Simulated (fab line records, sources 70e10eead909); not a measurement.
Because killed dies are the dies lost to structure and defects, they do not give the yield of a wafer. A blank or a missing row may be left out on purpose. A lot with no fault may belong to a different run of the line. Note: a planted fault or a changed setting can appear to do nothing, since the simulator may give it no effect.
Which tool is to blame?    flow nandHarc    21 wafers from 7 lots sampled at 3 of the route's 1302 steps

== WHAT THE GAUGES READ, wafer by wafer ==
NHARC_P_GATE_CD_MEAS_59: the cd target is 720 nm.
lot   measured      on        cdNm (nm)
L726  day 6 16:58   cdSem-01  721.4 717.9 718.0
L730  day 8 16:11   cdSem-01  720.9 723.7 720.6
L731  day 9 08:53   cdSem-03  - - -
L737  day 11 13:54  cdSem-01  721.5 719.8 724.4
L741  day 13 02:52  cdSem-02  721.1 719.4 719.0
L744  day 14 09:32  cdSem-03  719.6 720.3 719.4
L746  day 15 09:59  cdSem-03  721.5 722.9 719.8

== EACH LOT AND THE TOOL THAT RAN IT (in order: tool; ch and the chambers of the sampled wafers; start) ==
lot   NHARC_P_GATE_ALD_36               NHARC_P_GATE_PEB_57
L726  aldSin-01 ch 1,2,3, day 6 04:44   lithoTrack-07 ch 0, day 6 16:53
L730  aldSin-04 ch 0,1,2, day 8 05:57   lithoTrack-05 ch 0, day 8 16:05
L731  aldSin-01 ch 1,2,3, day 8 22:38   lithoTrack-05, day 9 08:47
L737  aldSin-04 ch 0,1,3, day 11 03:43  lithoTrack-05 ch 0, day 11 13:49
L741  aldSin-01 ch 1,3, day 12 14:46    lithoTrack-05 ch 0, day 13 02:47
L744  aldSin-01 ch 2,3, day 13 19:13    lithoTrack-05 ch 0, day 14 09:26
L746  aldSin-02 ch 0,1,3, day 14 23:48  lithoTrack-05 ch 0, day 15 09:54
- NHARC_P_GATE_ALD_36: deposits SiNx, target thk 20 nm, pulse time 60 s, ald cycles 223.
- NHARC_P_GATE_PEB_57: peb time 85 s.

== THE ANSWER, worked out from the rows above alone ==
Rule: the lots themselves supply what counts as usual. Put in order of their means at a reading, lots are off if they are a third of the lots or fewer, leave a main group of 4 or more, and stand apart from it by a gap of 3 or more times the standard deviation of the main group's means; of several such gaps the widest counts. A main group is skipped when, at the precision printed for the reading in the tables above, its means are all equal. A lot without any number at a reading at which 4 lots or more have one is off too. Where the step has rows for the other lots, those lots are counted as sound.
Off: L731, at NHARC_P_GATE_CD_MEAS_59 (cdNm). Without a number there: L731. The main group: mean 720.6 nm, standard deviation 1.1.
A tool fits if, at a process step before that reading, it ran every lot that is off, and no sound lot after the first of them. Gauges at NHARC_P_GATE_CD_MEAS_59: tried the same way as those tools. Of those tried, none fits.

== WHAT THE SIMULATOR HAD INSERTED ==
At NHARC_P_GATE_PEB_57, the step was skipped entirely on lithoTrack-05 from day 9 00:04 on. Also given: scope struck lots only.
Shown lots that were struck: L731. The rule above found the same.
